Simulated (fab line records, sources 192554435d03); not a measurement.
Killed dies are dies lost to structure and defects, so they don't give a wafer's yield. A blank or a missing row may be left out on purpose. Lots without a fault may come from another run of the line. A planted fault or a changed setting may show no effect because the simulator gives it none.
fab line records | flow n5_finfet
record lots=5 wafers=15 last_day=17
route steps=1938 shown BEOL_M6@1242 BEOL_M7@1263
lots that met no fault: from a run of the same line without faults
start_h: hours from the record's first day to the start of the lot's first wafer shown | wait_h: hours since the lot's step before | " the same as in the row above | L1.1+2: a row that stands for several wafers | - no value, or no start given | * or withheld: withheld | < > ~ a bound
route shown NAME@n: a module of which the file shows steps, and the number in the route of the first | usual: mean/standard deviation of fault-free wafers | same: alike in all rows | chamber/n: place in a boat | sites: the reading at each site | _std_site: their standard deviation | _edge_site: outer sites' mean less inner sites' | radius_mm: how far each site lies from the wafer's centre | mask NAME#n: copy n | behind: the tool/chamber that last shaped the wafer | hold: why the lot was held/for how many hours/how that ended | device: the transistor (n, p or np) that didn't switch | end of line: the same wafers' tests at the end of the route | a step without rows: its recipe alone | killed: dies lost to structure and defects at the first sort, not the wafer's yield | map: a wafer's dies, x killed, . not, _ none there
set.NAME: the setting as run; set.NAME@STEP: as run at that earlier step | model.NAME: the simulator's own value behind a step, which no gauge read
lots at some steps of the route; a table a step, a row a wafer
services: from which hour (start_h, from the record's first day; less than 0 if before it) a tool's chamber was out of use, for how many hours, and why
## steps
# step N5_BEOL_M6_OCD_MEAS_38
# usual trench_depth_nm=95.5/1.9
# columns lot.wafer tool chamber start_h wait_h trench_depth_nm
L078.3 ocd-02 - 216.86 - 94.1
L078.4 " - " " 100.3
L078.6 " - " " 97.5
L083.1 ocd-02 - 252.42 - 94.2
L083.2 " - " " 96.1
L083.3 " - " " 98.6
L087.2 ocd-02 - 260.85 - 95.1
L087.4 " - " " 95.0
L087.5 " - " " 92.7
L089.1 ocd-01 - 296.04 - 95.7
L089.2 " - " " 93.8
L089.6 " - " " 95.6
L097.2 ocd-02 - 327.07 - 99.5
L097.5 " - " " 93.7
L097.6 " - " " 93.4
# step N5_BEOL_M6_HM_STRIP_39
# recipe chemistry=peroxide_tin_strip material=TiN target_depth_a=250 temp_c=50 time_s=158
# columns lot.wafer tool chamber start_h wait_h
L078.3+4+6 wet_bench-01 6,4,0 216.89 0.0
L083.1+2+3 wet_bench-03 6,7,0 252.45 0.0
L087.2+4+5 wet_bench-01 5,0,6 260.89 0.0
L089.1+2+6 wet_bench-01 2,6,5 296.07 0.0
L097.2+5+6 wet_bench-01 1,4,3 327.10 0.0
# step N5_BEOL_M6_SRD_40
# recipe time_s=30 temp_c=23 rinse_liquid=diw dry=ipa_marangoni
# columns lot.wafer tool chamber start_h wait_h
L078.3+4+6 wet_bench-01 6,4,0 216.94 0.0
L083.1+2+3 wet_bench-03 6,7,0 252.50 0.0
L087.2+4+5 wet_bench-01 5,0,6 260.94 0.0
L089.1+2+6 wet_bench-01 2,6,5 296.12 0.0
L097.2+5+6 wet_bench-01 1,4,3 327.14 0.0
# step N5_BEOL_M6_PRECLEAN_42
# recipe chemistry=residue_remover time_s=60 temp_c=40
# columns lot.wafer tool chamber start_h wait_h
L078.3+4+6 wet_bench-01 6,4,0 216.96 0.0
L083.1+2+3 wet_bench-03 6,7,0 252.52 0.0
L087.2+4+5 wet_bench-01 5,0,6 260.95 0.0
L089.1+2+6 wet_bench-01 2,6,5 296.13 0.0
L097.2+5+6 wet_bench-01 1,4,3 327.16 0.0
# step N5_BEOL_M6_SRD_43
# recipe time_s=30 temp_c=23 rinse_liquid=diw dry=ipa_marangoni
# columns lot.wafer tool chamber start_h wait_h
L078.3+4+6 wet_bench-01 6,4,0 216.98 0.0
L083.1+2+3 wet_bench-03 6,7,0 252.54 0.0
L087.2+4+5 wet_bench-01 5,0,6 260.97 0.0
L089.1+2+6 wet_bench-01 2,6,5 296.15 0.0
L097.2+5+6 wet_bench-01 1,4,3 327.18 0.0
# step N5_BEOL_M6_CD_MEAS_35
# recipe target_cd_nm=40 target_cd_y_nm=28 polarity=opening
# usual cd_nm=40.3/0.57
# columns lot.wafer tool chamber start_h wait_h cd_nm
L078.3 cd_sem-01 - 217.02 0.0 39.9
L078.4 " - " " 38.8
L078.6 " - " " 39.4
L083.1 cd_sem-02 - 252.58 0.0 38.9
L083.2 " - " " 40.2
L083.3 " - " " 40.9
L087.2 cd_sem-03 - 261.02 0.0 40.2
L087.4 " - " " 39.9
L087.5 " - " " 40.4
L089.1 cd_sem-03 - 296.19 0.0 40.6
L089.2 " - " " 40.3
L089.6 " - " " 40.2
L097.2 cd_sem-03 - 327.22 0.0 40.7
L097.5 " - " " 40.7
L097.6 " - " " 39.6
# step N5_BEOL_M6_CURE_75
# recipe temp_c=370 time_s=120 ambient=DMADMS/He material=SiCOH_lowk
# usual lamp_power_pct=52.32/0.051 wafer_temp_C_max=371.6/0.56
# columns lot.wafer tool chamber start_h wait_h lamp_power_pct wafer_temp_C_max
L078.3 uv_cure-01 0 217.26 0.2 52.28 372.9
L078.4 " 0 " " 52.33 372.6
L078.6 " 0 " " 52.31 372.6
L083.1 uv_cure-02 0 252.62 0.0 52.35 370.7
L083.2 " 0 " " 52.31 371.2
L083.3 " 0 " " 52.37 370.8
L087.2 uv_cure-01 2 261.11 0.1 52.39 371.9
L087.4 " 2 " " 52.36 371.4
L087.5 " 2 " " 52.36 372.2
L089.1 uv_cure-03 1 296.37 0.2 52.22 371.4
L089.2 " 1 " " 52.21 371.5
L089.6 " 1 " " 52.30 371.4
L097.2 uv_cure-03 1 327.31 0.1 52.35 371.9
L097.5 " 1 " " 52.37 371.6
L097.6 " 1 " " 52.23 371.1
# step N5_BEOL_M6_DEGAS_44
# recipe ambient=vacuum temp_c=250 time_s=60
# usual heater_power_w=333/35
# columns lot.wafer tool chamber start_h wait_h heater_power_w
L078.3 pvd_sputter-03 - 217.86 0.5 314
L078.4 " - " " 345
L078.6 " - " " 372
L083.1 pvd_sputter-02 - 253.28 0.6 343
L083.2 " - " " 277
L083.3 " - " " 289
L087.2 pvd_sputter-02 - 261.65 0.5 308
L087.4 " - " " 290
L087.5 " - " " 291
L089.1 pvd_sputter-01 - 296.70 0.3 288
L089.2 " - " " 319
L089.6 " - " " 316
L097.2 pvd_sputter-03 - 328.30 0.9 322
L097.5 " - " " 357
L097.6 " - " " 345
# step N5_BEOL_M6_PRE_CLEAN_45
# recipe gas=H2/He time_s=30 temp_c=250
# usual heater_power_w=333/36
# columns lot.wafer tool chamber start_h wait_h heater_power_w
L078.3 pvd_sputter-03 - 217.90 0.0 326
L078.4 " - " " 350
L078.6 " - " " 378
L083.1 pvd_sputter-02 - 253.32 0.0 338
L083.2 " - " " 289
L083.3 " - " " 279
L087.2 pvd_sputter-02 - 261.69 0.0 310
L087.4 " - " " 280
L087.5 " - " " 285
L089.1 pvd_sputter-01 - 296.74 0.0 282
L089.2 " - " " 308
L089.6 " - " " 308
L097.2 pvd_sputter-03 - 328.34 0.0 323
L097.5 " - " " 352
L097.6 " - " " 347
# step N5_BEOL_M6_ALD_77
# recipe material=TaN target_thk_a=20 temp_c=275 ald_precursor_family=PDMAT ald_co_reactant=NH3 pressure_torr=3 carrier_flow_sccm=1500 pulse_time_s=2 purge_time_s=3 co_reactant_purge_time_s=2 co_reactant_pulse_time_s=3 ald_cycles=40 precursor_vessel_temp_c=75 precursor_vessel_pressure_torr=26.25 precursor_vessel_carrier_sccm=1000
# usual chamber_pressure_Torr=3.000/0.0068 heater_power_w=416/54 precursor_vessel_temp_c=75.01/0.13
# same ald_cycles=40 pulse_time_s=2
# columns lot.wafer tool chamber start_h wait_h chamber_pressure_Torr heater_power_w precursor_vessel_temp_c
L078.3 ald_metal-01 0 217.96 0.0 3.014 382 74.88
L078.4 " 2 " " 3.008 386 75.09
L078.6 " 1 " " 2.985 517 74.99
L083.1 ald_metal-01 2 253.42 0.1 2.992 383 74.94
L083.2 " 3 " " 3.014 389 74.84
L083.3 " 0 " " 2.998 386 74.87
L087.2 ald_metal-04 2 261.75 0.0 2.992 363 74.93
L087.4 " 3 " " 3.004 456 74.91
L087.5 " 2 " " 2.989 361 74.82
L089.1 ald_metal-04 0 296.86 0.1 3.003 512 74.79
L089.2 " 2 " " 2.999 350 75.10
L089.6 " 1 " " 2.993 370 74.85
L097.2 ald_metal-04 2 328.40 0.0 3.011 367 74.90
L097.5 " 0 " " 3.005 504 74.86
L097.6 " 1 " " 2.991 370 75.15
# step N5_BEOL_M6_SURFACE_TREAT_79
# recipe gas=Ar time_s=* ion_energy_ev=* ion_current_ma_cm2=0.5 pressure_mtorr=* ar_flow_sccm=30
# usual ar_flow_sccm=30.00/0.092 throttle_valve_pct=*
# columns lot.wafer tool chamber start_h wait_h ar_flow_sccm throttle_valve_pct
L078.3 pvd_sputter-02 - 218.67 0.6 29.90 *
L078.4 " - " " 29.99 *
L078.6 " - " " 29.93 *
L083.1 pvd_sputter-03 - 255.13 1.6 30.11 *
L083.2 " - " " 30.04 *
L083.3 " - " " 29.95 *
L087.2 pvd_sputter-03 - 262.07 0.2 30.00 *
L087.4 " - " " 30.09 *
L087.5 " - " " 30.12 *
L089.1 pvd_sputter-02 - 297.14 0.2 29.95 *
L089.2 " - " " 29.96 *
L089.6 " - " " 29.96 *
L097.2 pvd_sputter-01 - 328.69 0.2 29.99 *
L097.5 " - " " 30.07 *
L097.6 " - " " 29.94 *
# step N5_BEOL_M6_CVD_78
# recipe material=Co target_thk_a=20 temp_c=withheld precursor=CCTBA/H2 pressure_torr=30 time_s=142.3
# usual chamber_pressure_Torr=29.99/0.068
# columns lot.wafer tool chamber start_h wait_h chamber_pressure_Torr
L078.3 cvd_co-02 1 218.74 0.0 30.13
L078.4 " 2 " " 30.01
L078.6 " 1 " " 30.05
L083.1 cvd_co-02 1 255.24 0.1 30.05
L083.2 " 0 " " 30.02
L083.3 " 2 " " 30.01
L087.2 cvd_co-01 1 262.13 0.0 29.96
L087.4 " 0 " " 30.00
L087.5 " 1 " " 29.93
L089.1 cvd_co-02 2 297.34 0.2 30.00
L089.2 " 1 " " 29.95
L089.6 " 2 " " 29.98
L097.2 cvd_co-02 0 328.75 0.0 29.91
L097.5 " 1 " " 29.95
L097.6 " 2 " " 30.00
# step N5_BEOL_M6_SPUTTER_48
# recipe material=Cu target_thk_a=100 temp_c=-20 bias_v=60 power_w=26000 chamber_pressure_pa=0.13 time_s=1.667
# usual throttle_valve_pct=30.2/0.89
# columns lot.wafer tool chamber start_h wait_h throttle_valve_pct
L078.3 pvd_sputter-02 - 218.91 0.1 29.6
L078.4 " - " " 30.2
L078.6 " - " " 29.4
L083.1 pvd_sputter-01 - 255.36 0.1 31.7
L083.2 " - " " 30.5
L083.3 " - " " 31.1
L087.2 pvd_sputter-03 - 262.24 0.1 30.2
L087.4 " - " " 30.1
L087.5 " - " " 30.4
L089.1 pvd_sputter-03 - 299.06 1.7 30.0
L089.2 " - " " 29.5
L089.6 " - " " 31.7
L097.2 pvd_sputter-03 - 328.88 0.1 30.4
L097.5 " - " " 29.4
L097.6 " - " " 30.1
# step N5_BEOL_M6_ECD_50
# recipe material=Cu target_thk_a=3000
# columns lot.wafer tool chamber start_h wait_h
L078.3+4+6 ecd_cu-01 0,1,0 219.06 0.1
L083.1+2+3 ecd_cu-01 1,0,0 255.48 0.1
L087.2+4+5 ecd_cu-02 0,0,1 262.36 0.1
L089.1+2+6 ecd_cu-01 0,1,1 299.18 0.1
L097.2+5+6 ecd_cu-02 1,0,1 329.00 0.1
# step N5_BEOL_M6_ANNEAL_51
# recipe temp_c=225 time_s=90 ambient=N2
# usual anneal_temp_c_max=225.89/0.26 wafer_temp_C_max=225.83/0.27
# columns lot.wafer tool chamber start_h wait_h anneal_temp_c_max wafer_temp_C_max
L078.3 rtp_anneal-01 0 219.26 0.2 225.95 226.03
L078.4 " 0 " " 225.72 226.46
L078.6 " 0 " " 226.01 226.10
L083.1 rtp_anneal-01 0 255.62 0.1 225.80 226.05
L083.2 " 0 " " 226.07 225.93
L083.3 " 0 " " 225.60 225.78
L087.2 rtp_anneal-01 0 262.96 0.6 225.70 225.66
L087.4 " 0 " " 226.20 225.86
L087.5 " 0 " " 225.89 225.87
L089.1 rtp_anneal-02 0 299.44 0.2 225.94 226.07
L089.2 " 0 " " 226.04 225.53
L089.6 " 0 " " 225.70 225.45
L097.2 rtp_anneal-02 0 329.14 0.1 225.98 225.60
L097.5 " 0 " " 225.75 225.91
L097.6 " 0 " " 225.74 225.49
# step N5_BEOL_M6_CMP_52
# recipe stop_on=SiCOH_lowk t_overpolish_s=6.9 down_force_psi=1 platen_rpm=50 clearing_platen_down_force_psi=1.5 clearing_platen_rpm=50 post_cmp_clean=cu_alkaline target_thk_nm=80 clearing_platen_pad_velocity_m_s=0.99484 pad_velocity_m_s=0.99484
# usual barrier_field_endpoint_s=29.1/0.73 head_pressure_psi=1.0003/0.002 motor_current_A=6.5/0.75 overpolish_run_s=6.900/0.0089 slurry_filter_dp_kPa=13.49/0.15 slurry_flow_ml_min=150.0/0.44 time_to_endpoint_s=64/3.5
# columns lot.wafer tool chamber start_h wait_h barrier_field_endpoint_s head_pressure_psi motor_current_A overpolish_run_s slurry_filter_dp_kPa slurry_flow_ml_min time_to_endpoint_s
L078.3 cmp-02 2 219.47 0.2 29.6 0.9992 6.3 6.892 13.12 149.8 62
L078.4 " 1 " " 28.7 1.0045 6.9 6.900 13.67 149.1 56
L078.6 " 2 " " 29.5 1.0010 6.6 6.879 13.53 149.8 60
L083.2 cmp-02 2 255.98 0.3 29.6 1.0033 6.9 6.894 13.38 150.4 67
L083.1 " 3 " " 28.4 0.9987 5.4 6.917 13.35 149.5 64
L083.3 " 1 " " 28.5 1.0005 6.4 6.902 13.61 150.1 59
L087.4 cmp-04 2 263.33 0.2 30.3 1.0018 6.2 6.899 13.55 149.5 70
L087.2 " 3 " " 28.6 0.9992 7.5 6.891 13.82 150.7 62
L087.5 " 2 " " 29.7 1.0004 6.5 6.901 13.62 150.0 68
L089.1 cmp-01 1 299.76 0.3 30.2 1.0027 7.4 6.923 13.50 150.2 64
L089.2 " 3 " " 29.3 0.9996 6.8 6.893 13.26 149.7 62
L089.6 " 1 " " 29.3 1.0014 7.8 6.886 13.37 150.1 61
L097.2 cmp-04 3 329.44 0.3 28.4 1.0002 7.3 6.897 13.32 149.4 57
L097.5 " 2 " " 29.3 1.0004 6.3 6.907 13.47 150.4 64
L097.6 " 3 " " 29.4 1.0049 7.8 6.908 13.33 149.6 63
# step N5_BEOL_M6_THK_MEAS_53
# recipe thk_meas_gauge=xrf reads=Cu_of_BEOL_M6_ECD_50
# usual M6_THK=84.3/2.3
# columns lot.wafer tool chamber start_h wait_h M6_THK[nm]
L078.3 film_metro-01 - 219.76 - 81.8
L078.4 " - " " 87.6
L078.6 " - " " 85.3
L083.1 film_metro-01 - 256.28 - 79.3
L083.2 " - " " 83.2
L083.3 " - " " 82.8
L087.2 film_metro-02 - 263.62 - 83.9
L087.4 " - " " 85.1
L087.5 " - " " 82.1
L089.1 film_metro-02 - 300.05 - 84.4
L089.2 " - " " 83.7
L089.6 " - " " 85.3
L097.2 film_metro-02 - 329.70 - 90.1
L097.5 " - " " 84.7
L097.6 " - " " 83.2
# step N5_BEOL_M6_PRE_CLEAN_55
# recipe gas=NH3 time_s=15 temp_c=withheld rf_power_w=300
# columns lot.wafer tool chamber start_h wait_h
L078.3+4+6 pecvd-03 1,0,1 219.80 0.0
L083.1+2+3 pecvd-02 0,1,2 256.31 0.0
L087.2+4+5 pecvd-03 1,0,2 263.66 0.0
L089.1+2+6 pecvd-04 2,0,2 300.09 0.0
L097.2+5+6 pecvd-03 0,0,2 329.74 0.0
# step N5_BEOL_M6_DEP_56
# recipe material=SiCN target_thk_a=100 temp_c=withheld precursor=3MS/NH3 pressure_torr=3 rf_w=202 time_s=17.5
# usual chamber_pressure_Torr=3.000/0.0061 showerhead_plenum_p_Torr=3.665/0.013 throttle_valve_pct=9.1/0.37
# columns lot.wafer tool chamber start_h wait_h chamber_pressure_Torr showerhead_plenum_p_Torr throttle_valve_pct
L078.3 pecvd-03 1 219.83 0.0 3.003 3.666 8.9
L078.4 " 0 " " 3.012 3.661 9.4
L078.6 " 1 " " 3.006 3.662 9.2
L083.1 pecvd-02 0 256.34 0.0 3.008 3.635 9.4
L083.2 " 1 " " 2.998 3.669 9.4
L083.3 " 2 " " 2.997 3.680 9.1
L087.2 pecvd-03 1 263.68 0.0 3.000 3.668 9.2
L087.4 " 0 " " 3.005 3.661 9.5
L087.5 " 2 " " 2.993 3.686 8.3
L089.1 pecvd-04 2 300.11 0.0 2.998 3.665 8.1
L089.2 " 0 " " 2.998 3.659 8.8
L089.6 " 2 " " 2.996 3.679 8.2
L097.2 pecvd-03 1 329.76 0.0 3.004 3.672 9.3
L097.5 " 1 " " 2.992 3.664 9.1
L097.6 " 0 " " 2.998 3.667 9.5
# step N5_BEOL_M6_RS_MEAS_57
# recipe thk_meas_gauge=four-point-probe reads=Cu_of_BEOL_M6_ECD_50+Co_of_BEOL_M6_CVD_78+TaN_of_BEOL_M6_ALD_77
# usual M6_RS=0.280/0.0083
# columns lot.wafer tool chamber start_h wait_h M6_RS[ohm/sq]
L078.3 film_metro-01 - 219.90 0.1 0.288
L078.4 " - " " 0.267
L078.6 " - " " 0.274
L083.1 film_metro-02 - 256.41 0.1 0.296
L083.2 " - " " 0.281
L083.3 " - " " 0.282
L087.2 film_metro-02 - 263.75 0.1 0.280
L087.4 " - " " 0.275
L087.5 " - " " 0.287
L089.1 film_metro-01 - 300.18 0.1 0.277
L089.2 " - " " 0.280
L089.6 " - " " 0.275
L097.2 film_metro-01 - 329.85 0.1 0.260
L097.5 " - " " 0.281
L097.6 " - " " 0.286
# step N5_BEOL_M6_INSPECT_58
# recipe inspect_instrument=darkfield mode=post_dep
# usual raw_defect_count=64/21
# columns lot.wafer tool chamber start_h wait_h raw_defect_count
L078.3 defect_inspect-02 - 219.92 0.0 68
L078.4 " - " " 76
L078.6 " - " " 53
L083.1 defect_inspect-02 - 256.43 0.0 33
L083.2 " - " " 51
L083.3 " - " " 58
L087.2 defect_inspect-01 - 263.78 0.0 100
L087.4 " - " " 74
L087.5 " - " " 73
L089.1 defect_inspect-01 - 300.21 0.0 69
L089.2 " - " " 63
L089.6 " - " " 65
L097.2 defect_inspect-02 - 329.87 0.0 32
L097.5 " - " " 78
L097.6 " - " " 60
# step N5_BEOL_M7_ILD_DEP_00
# recipe material=SiCOH_lowk target_thk_a=1797.5 temp_c=300 precursor=DEMS/porogen pressure_torr=5 rf_w=500 time_s=33.4
# usual chamber_pressure_Torr=5.000/0.011 heater_power_w=309/54 showerhead_plenum_p_Torr=5.743/0.014 throttle_valve_pct=13.7/0.67
# columns lot.wafer tool chamber start_h wait_h chamber_pressure_Torr heater_power_w showerhead_plenum_p_Torr throttle_valve_pct
L078.3 pecvd-01 0 219.98 0.1 5.002 394 5.729 12.7
L078.4 " 2 " " 4.976 313 5.742 13.1
L078.6 " 2 " " 4.991 317 5.741 12.8
L083.1 pecvd-03 0 256.47 0.0 5.004 318 5.744 14.3
L083.2 " 1 " " 4.990 385 5.758 14.2
L083.3 " 2 " " 4.992 248 5.764 12.9
L087.2 pecvd-03 1 263.82 0.0 4.995 350 5.757 14.2
L087.4 " 1 " " 4.988 345 5.745 14.2
L087.5 " 0 " " 4.981 331 5.727 14.5
L089.1 pecvd-04 2 300.24 0.0 5.026 209 5.733 12.8
L089.2 " 0 " " 5.001 335 5.727 14.0
L089.6 " 2 " " 5.002 215 5.753 12.8
L097.2 pecvd-03 0 329.91 0.0 4.992 280 5.752 14.6
L097.5 " 1 " " 5.000 326 5.744 14.4
L097.6 " 0 " " 5.014 301 5.736 14.2
# step N5_BEOL_M7_CURE_74
# recipe temp_c=385 time_s=240 ambient=He/Ar material=SiCOH_lowk
# usual lamp_power_pct=52.32/0.061 wafer_temp_C_max=386.6/0.53
# columns lot.wafer tool chamber start_h wait_h lamp_power_pct wafer_temp_C_max
L078.3 uv_cure-01 1 220.36 0.4 52.35 386.7
L078.4 " 1 " " 52.25 386.4
L078.6 " 1 " " 52.25 387.0
L083.1 uv_cure-01 0 256.54 0.0 52.39 387.5
L083.2 " 0 " " 52.31 387.0
L083.3 " 0 " " 52.29 387.3
L087.2 uv_cure-02 2 263.96 0.1 52.36 386.8
L087.4 " 2 " " 52.43 386.5
L087.5 " 2 " " 52.24 386.7
L089.1 uv_cure-02 2 300.31 0.0 52.28 386.6
L089.2 " 2 " " 52.33 386.3
L089.6 " 2 " " 52.21 386.5
L097.2 uv_cure-03 0 330.08 0.1 52.40 386.5
L097.5 " 0 " " 52.31 386.6
L097.6 " 0 " " 52.29 385.9
# step N5_BEOL_M7_THK_MEAS_01
# recipe reads=SiCOH_lowk_of_BEOL_M7_ILD_DEP_00
# usual M7_ILD_THK=156.5/1.8
# columns lot.wafer tool chamber start_h wait_h M7_ILD_THK[nm]
L078.3 film_metro-01 - 221.04 0.5 157.7
L078.4 " - " " 158.3
L078.6 " - " " 155.3
L083.1 film_metro-01 - 257.05 0.4 155.2
L083.2 " - " " 155.3
L083.3 " - " " 158.9
L087.2 film_metro-01 - 264.39 0.4 158.5
L087.4 " - " " 157.3
L087.5 " - " " 159.5
L089.1 film_metro-02 - 300.82 0.4 154.9
L089.2 " - " " 156.8
L089.6 " - " " 158.5
L097.2 film_metro-02 - 330.51 0.4 154.9
L097.5 " - " " 156.7
L097.6 " - " " 157.0
# step N5_BEOL_M7_PECVD_70
# recipe material=SiO2 target_thk_a=200 temp_c=400 precursor=TEOS/O2 pressure_torr=5.5 rf_w=450 teos_flow_sccm=53.8 gas=O2 flow_sccm=3000 time_s=22.7
# usual chamber_pressure_Torr=5.500/0.011 heater_power_w=716/120 showerhead_plenum_p_Torr=8.78/0.04 throttle_valve_pct=22.0/1.1
# columns lot.wafer tool chamber start_h wait_h chamber_pressure_Torr heater_power_w showerhead_plenum_p_Torr throttle_valve_pct
L078.3 pecvd-01 2 221.09 0.1 5.492 685 8.82 20.7
L078.4 " 0 " " 5.500 882 8.77 20.7
L078.6 " 0 " " 5.500 863 8.77 20.6
L083.1 pecvd-04 1 257.08 0.0 5.502 587 8.75 22.6
L083.2 " 0 " " 5.502 711 8.74 22.3
L083.3 " 1 " " 5.510 576 8.75 23.0
L087.2 pecvd-04 0 264.43 0.0 5.496 732 8.72 22.4
L087.4 " 1 " " 5.504 608 8.75 22.9
L087.5 " 0 " " 5.502 739 8.71 22.2
L089.1 pecvd-03 1 300.86 0.0 5.518 796 8.81 23.0
L089.2 " 2 " " 5.515 676 8.89 21.3
L089.6 " 1 " " 5.527 823 8.77 22.8
L097.2 pecvd-04 2 330.55 0.0 5.484 585 8.78 20.7
L097.5 " 2 " " 5.513 589 8.81 20.6
L097.6 " 0 " " 5.496 703 8.72 22.4
# step N5_BEOL_M7_HM_DEP_02
# recipe material=TiN target_thk_a=200 temp_c=25 chamber_pressure_pa=0.49996
# usual throttle_valve_pct=30.2/0.91
# columns lot.wafer tool chamber start_h wait_h throttle_valve_pct
L078.3 pvd_sputter-01 - 221.92 0.8 30.7
L078.4 " - " " 32.0
L078.6 " - " " 31.6
L083.1 pvd_sputter-03 - 259.01 1.9 29.5
L083.2 " - " " 30.3
L083.3 " - " " 30.2
L087.2 pvd_sputter-03 - 265.11 0.7 30.1
L087.4 " - " " 31.9
L087.5 " - " " 31.8
L089.1 pvd_sputter-01 - 301.13 0.3 31.2
L089.2 " - " " 29.5
L089.6 " - " " 30.5
L097.2 pvd_sputter-01 - 332.03 1.5 31.4
L097.5 " - " " 29.5
L097.6 " - " " 30.5
# step N5_BEOL_M7_COAT_59
# recipe resist=SOC temp_c=250 time_s=60 spin_rpm=1500 resist_thk_nm=100
# columns lot.wafer tool chamber start_h wait_h
L078.3+4+6 litho_track-04 0 222.05 0.1
L083.1+2+3 litho_track-04 0 259.14 0.1
L087.2+4+5 litho_track-04 0 265.24 0.1
L089.1+2+6 litho_track-04 0 301.26 0.1
L097.2+5+6 litho_track-01 0 332.17 0.1
# step N5_BEOL_M7_COAT_60
# recipe resist=SiARC temp_c=220 time_s=60 spin_rpm=1500 resist_thk_nm=35
# columns lot.wafer tool chamber start_h wait_h
L078.3+4+6 litho_track-04 0 - -
L083.1+2+3 litho_track-04 0 - -
L087.2+4+5 litho_track-04 0 - -
L089.1+2+6 litho_track-04 0 - -
L097.2+5+6 litho_track-01 0 - -
# step N5_BEOL_M7_COAT_05
# recipe resist=CAR-ArF spin_rpm=1500 resist_thk_nm=90
# columns lot.wafer tool chamber start_h wait_h
L078.3+4+6 litho_track-04 0 - -
L083.1+2+3 litho_track-04 0 - -
L087.2+4+5 litho_track-04 0 - -
L089.1+2+6 litho_track-04 0 - -
L097.2+5+6 litho_track-01 0 - -
# step N5_BEOL_M7_EBR_07
# recipe solvent=PGMEA ebr_width_mm=1.5
# columns lot.wafer tool chamber start_h wait_h
L078.3+4+6 litho_track-04 0 - -
L083.1+2+3 litho_track-04 0 - -
L087.2+4+5 litho_track-04 0 - -
L089.1+2+6 litho_track-04 0 - -
L097.2+5+6 litho_track-01 0 - -
# step N5_BEOL_M7_SOFTBAKE_06
# recipe temp_c=110 time_s=60 resist=CAR-ArF
# columns lot.wafer tool chamber start_h wait_h
L078.3+4+6 litho_track-04 0 - -
L083.1+2+3 litho_track-04 0 - -
L087.2+4+5 litho_track-04 0 - -
L089.1+2+6 litho_track-04 0 - -
L097.2+5+6 litho_track-01 0 - -
# step N5_BEOL_M7_EXPOSE_08
# recipe mask_id=M7 na=1.35 source_shape=dipole sigma_inner=0.817 sigma_outer=0.97 polarization=te dose_mj=68.25
# columns lot.wafer tool chamber start_h wait_h mask
L078.3+4+6 arfi_scanner-02 0 222.18 - M7#0
L083.1+2+3 arfi_scanner-03 0 259.38 - M7#0
L087.2+4+5 arfi_scanner-03 0 265.49 - M7#0
L089.1+2+6 arfi_scanner-02 0 301.50 - M7#0
L097.2+5+6 arfi_scanner-03 0 332.30 - M7#0
# step N5_BEOL_M7_PEB_09
# recipe peb_temp_c=withheld peb_time_s=60 resist=CAR-ArF
# columns lot.wafer tool chamber start_h wait_h
L078.3+4+6 litho_track-01 0 222.23 0.0
L083.1+2+3 litho_track-01 0 259.44 0.1
L087.2+4+5 litho_track-01 0 265.54 0.0
L089.1+2+6 litho_track-04 0 301.56 0.1
L097.2+5+6 litho_track-05 0 332.35 0.0
# step N5_BEOL_M7_DEVELOP_10
# recipe develop_time_s=30 developer=TMAH resist=CAR-ArF rinse_liquid=diw dry=air_spin dev_temp_c=23
# columns lot.wafer tool chamber start_h wait_h
L078.3+4+6 litho_track-01 0 - -
L083.1+2+3 litho_track-01 0 - -
L087.2+4+5 litho_track-01 0 - -
L089.1+2+6 litho_track-04 0 - -
L097.2+5+6 litho_track-05 0 - -
# step N5_BEOL_M7_CD_MEAS_11
# recipe target_cd_nm=38.5 landing_energy_ev=500 detector=se_inlens polarity=opening
# usual cd_nm=38.6/0.52
# columns lot.wafer tool chamber start_h wait_h cd_nm
L078.3 cd_sem-01 0 222.29 - 38.5
L078.4 " 0 " " 38.0
L078.6 " 0 " " 39.3
L083.1 cd_sem-01 0 259.51 - 38.1
L083.2 " 0 " " 38.3
L083.3 " 0 " " 38.5
L087.2 cd_sem-02 0 265.61 - 38.7
L087.4 " 0 " " 38.3
L087.5 " 0 " " 38.3
L089.1 cd_sem-01 0 301.63 - 38.6
L089.2 " 0 " " 37.9
L089.6 " 0 " " 38.2
L097.2 cd_sem-01 0 332.42 - 39.0
L097.5 " 0 " " 39.1
L097.6 " 0 " " 38.9
# step N5_BEOL_M7_OVL_MEAS_12
# recipe points_per_wafer=44
# usual M7_OVL=-0.5/0.73
# columns lot.wafer tool chamber start_h wait_h M7_OVL[nm]
L078.3 overlay-01 0 222.32 0.0 -1.5
L078.4 " 0 " " -1.2
L078.6 " 0 " " -1.6
L083.1 overlay-02 0 259.54 0.0 -1.1
L083.2 " 0 " " -0.7
L083.3 " 0 " " -0.8
L087.2 overlay-01 0 265.64 0.0 0.1
L087.4 " 0 " " 1.3
L087.5 " 0 " " 0.2
L089.1 overlay-01 0 301.66 0.0 0.7
L089.2 " 0 " " -0.4
L089.6 " 0 " " -0.5
L097.2 overlay-02 0 332.45 0.0 0.2
L097.5 " 0 " " 0.3
L097.6 " 0 " " -1.0
# step N5_BEOL_M7_INSPECT_13
# recipe mode=adi inspect_instrument=brightfield
# usual raw_defect_count=403/100
# columns lot.wafer tool chamber start_h wait_h raw_defect_count
L078.3 defect_inspect-02 - 222.35 0.0 378
L078.4 " - " " 385
L078.6 " - " " 320
L083.1 defect_inspect-01 - 259.56 0.0 287
L083.2 " - " " 372
L083.3 " - " " 312
L087.2 defect_inspect-02 - 265.66 0.0 505
L087.4 " - " " 324
L087.5 " - " " 451
L089.1 defect_inspect-01 - 301.68 0.0 330
L089.2 " - " " 266
L089.6 " - " " 340
L097.2 defect_inspect-01 - 332.47 0.0 497
L097.5 " - " " 586
L097.6 " - " " 543
## services
# columns tool chamber start_h hours kind
pecvd-03 - 194.16 6.6 repair
arfi_scanner-02 - 197.58 1.0 pm
pecvd-04 1 198.86 14.1 repair
cmp-02 - 200.56 2.4 repair
wet_bench-03 - 201.45 6.5 repair
ald_metal-04 3 204.08 28.1 repair
arfi_scanner-03 - 210.10 1.0 pm
arfi_scanner-03 - 215.57 1.0 pm
uv_cure-03 - 216.83 1.0 pm
pecvd-04 2 217.99 6.7 repair
wet_bench-01 - 231.52 7.6 repair
uv_cure-02 - 232.01 1.0 pm
uv_cure-02 - 238.47 9.2 pm
ald_metal-04 0 250.53 14.7 repair
pecvd-03 - 257.52 0.3 repair
pvd_sputter-01 - 265.60 4.9 repair
arfi_scanner-03 - 276.02 1.3 pm
uv_cure-02 - 281.48 2.8 pm
arfi_scanner-03 - 293.53 0.8 pm
uv_cure-01 - 295.04 3.0 repair
arfi_scanner-03 - 298.58 13.0 repair
cvd_co-02 - 304.18 6.9 pm
pvd_sputter-02 - 306.05 1.9 repair
pecvd-03 0 330.27 10.9 repair
## key
fault none
